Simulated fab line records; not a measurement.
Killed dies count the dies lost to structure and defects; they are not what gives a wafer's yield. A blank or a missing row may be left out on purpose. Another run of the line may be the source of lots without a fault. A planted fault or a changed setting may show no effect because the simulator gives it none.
Problem report, 8D (eight disciplines) form, completed by code :: flow nand_harc :: the parts of the form that need people (team, actions taken, sign-off) are left out

1. WHAT IS WRONG
Wafers without a fault read 200.4 nm, standard deviation 1.7; cd_nm at NHARC_P_STI_CD_MEAS_09 reads a mean of 70.4 nm on 6 wafers belonging to 2 lots. Measured from the usual mean, that is -76 standard deviations.
The step: target cd 200 nm.
First seen on wafer L821.1, day 9 00:23, on cd_sem-02. The record holds 42 wafers of 14 lots with a number at this step. Rule for "out" (also "out of limits"): further than 4 standard deviations from the usual mean. The other wafers with a number count as sound.

2. WHAT IT IS, AND WHAT IT ISN'T
question: which readings at this step
is: cd_nm
is not: -

question: which lots
is: L821, L822
is not: L807, L808, L809, L810, L811, L812, L813, L814, L816, L817, L819, L829

question: which wafers of those lots
is: all that have a number
is not: -

question: read on which gauges
is: cd_sem-02, cd_sem-03
is not: cd_sem-01

question: when
is: from day 9 00:23
is not: up to then (33 sound wafers); but 3 sound wafers of L829 came after

3. SUSPECTS, AND WHAT RULES EACH OUT
Counting: a tool at any process step up to the reading remains a suspect when it ran all the lots that are out and ran no sound lot after the first of those.
- ruled out: the gauge at NHARC_P_STI_CD_MEAS_09. 2 gauges (cd_sem-02, cd_sem-03) read the wafers that are out.
- litho_track-03 at NHARC_P_STI_PEB_07 (peb time 80 s): kept. All lots that are out passed through it, beginning with L821 at day 9 00:17, and no sound lot followed; its final sound lot before that point was L819 at day 8 03:58. Its own readings are out on those wafers: heater_power_total_W.
After counting, what remains is litho_track-03 at NHARC_P_STI_PEB_07.

4. THE CAUSE (what the simulator had put in)
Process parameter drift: litho_track-03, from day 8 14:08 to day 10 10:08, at NHARC_P_STI_PEB_07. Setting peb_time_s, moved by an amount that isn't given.
After counting, this tool was the only one left.

5. THE EFFECT CHAIN, in route order
Each row: a reading whose mean over the struck wafers that have a number lies more than 3 standard deviations from the usual. Readings are gone through only where the record gives a usual standard deviation; hours: the median, over the lots, of the time from a lot's start at the first step in this table giving one to that lot's start at this step; sigmas: the change measured in usual standard deviations.
hours: 0
step: NHARC_P_STI_PEB_07
reading: heater_power_total_W
usual: 189.8 W
on struck wafers: 490.9
change: +301.1
sigmas: +99 or more

hours: 0
step: NHARC_P_STI_CD_MEAS_09
reading: cd_nm
usual: 200.4 nm
on struck wafers: 70.4
change: -130.0
sigmas: -76

hours: 1
step: NHARC_P_STI_OCD_MEAS_17
reading: trench_foot_cd_nm
usual: 158.6 nm
on struck wafers: 28.4
change: -130.2
sigmas: -69

hours: 1
step: NHARC_P_STI_OCD_MEAS_43
reading: trench_foot_cd_nm
usual: 158.7 nm
on struck wafers: 28.6
change: -130.1
sigmas: -72
The process steps in it:
- NHARC_P_STI_PEB_07: peb time 80 s.

6. WHAT WOULD HAVE CAUGHT IT SOONER
10 hours passed between the start of the fault at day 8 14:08 and the first reading out of limits at a measuring or inspecting step in this record, taken at day 9 00:23.
At NHARC_P_STI_PEB_07, the tool's own readings (heater_power_total_W) were out on each struck wafer the step has a row for, so an alarm limit on them would have fired on the first such wafer.
Among the 2 lots that are out, L822 began NHARC_P_STI_PEB_07 on litho_track-03 after day 9 00:23. A tool hold placed at that time would have kept it from harm.
